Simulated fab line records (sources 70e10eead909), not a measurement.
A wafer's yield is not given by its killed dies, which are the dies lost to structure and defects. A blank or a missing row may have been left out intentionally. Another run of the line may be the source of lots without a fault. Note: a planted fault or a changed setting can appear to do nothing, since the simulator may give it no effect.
What tool caused it?    flow nand_harc    18 wafers from 6 lots sampled at 3 of the route's 1159 steps

## WHAT THE GAUGES READ, wafer by wafer
NHARC_P_GATE_CD_MEAS_26: target cd 120 nm.
lot   measured      on         cd_nm (nm)
L368  day 5 10:31   cd_sem-03  119.9 119.6 119.5
L371  day 6 06:36   cd_sem-02  119.2 117.5 118.5
L372  day 6 08:35   cd_sem-02  121.1 121.9 120.9
L376  day 7 01:24   cd_sem-01  120.1 120.5 121.7
L378  day 7 21:56   cd_sem-02  120.5 119.6 120.6
L389  day 10 13:42  cd_sem-01  120.2 119.3 122.0

## EACH LOT AND THE TOOL THAT RAN IT (in order: tool; ch and the chambers of the sampled wafers; start)
lot   NHARC_P_GATE_DESCUM_13             NHARC_P_GATE_EXPOSE_23
L368  rie_diel-11 ch 0,1, day 4 20:20    arfi_scanner-02 ch 0, day 5 10:22
L371  rie_diel-11 ch 0,2,3, day 5 11:28  arfi_scanner-01 ch 0, day 6 06:28
L372  rie_diel-12 ch 0,1,3, day 5 18:15  arfi_scanner-01 ch 0, day 6 08:27
L376  rie_diel-11 ch 1,2,3, day 6 11:07  arfi_scanner-01 ch 0, day 7 01:16
L378  rie_diel-11 ch 0,1, day 7 06:14    arfi_scanner-02 ch 0, day 7 21:48
L389  rie_diel-11 ch 1,3, day 9 19:26    arfi_scanner-01 ch 0, day 10 13:34
- NHARC_P_GATE_DESCUM_13: chemistry O2, time 3 s.
- NHARC_P_GATE_EXPOSE_23: exposes mask P GATE, target cd 120 nm.

## THE ANSWER, worked out from the rows above alone
Rule: the usual values come from the lots themselves. Put in order of their means at a reading, lots are off if they are a third of the lots or fewer, leave a main group of 4 or more, and stand apart from it by a gap of 3 or more times the standard deviation of the main group's means; of several such gaps the widest counts. A main group is skipped when, at the precision printed for the reading in the tables above, its means are all equal. A lot without any number at a reading at which 4 lots or more have one is off too. Any other lot the step has rows for is counted as sound.
Nothing can be told from this: no lot is off at any reading shown.

## WHAT THE SIMULATOR PUT IN
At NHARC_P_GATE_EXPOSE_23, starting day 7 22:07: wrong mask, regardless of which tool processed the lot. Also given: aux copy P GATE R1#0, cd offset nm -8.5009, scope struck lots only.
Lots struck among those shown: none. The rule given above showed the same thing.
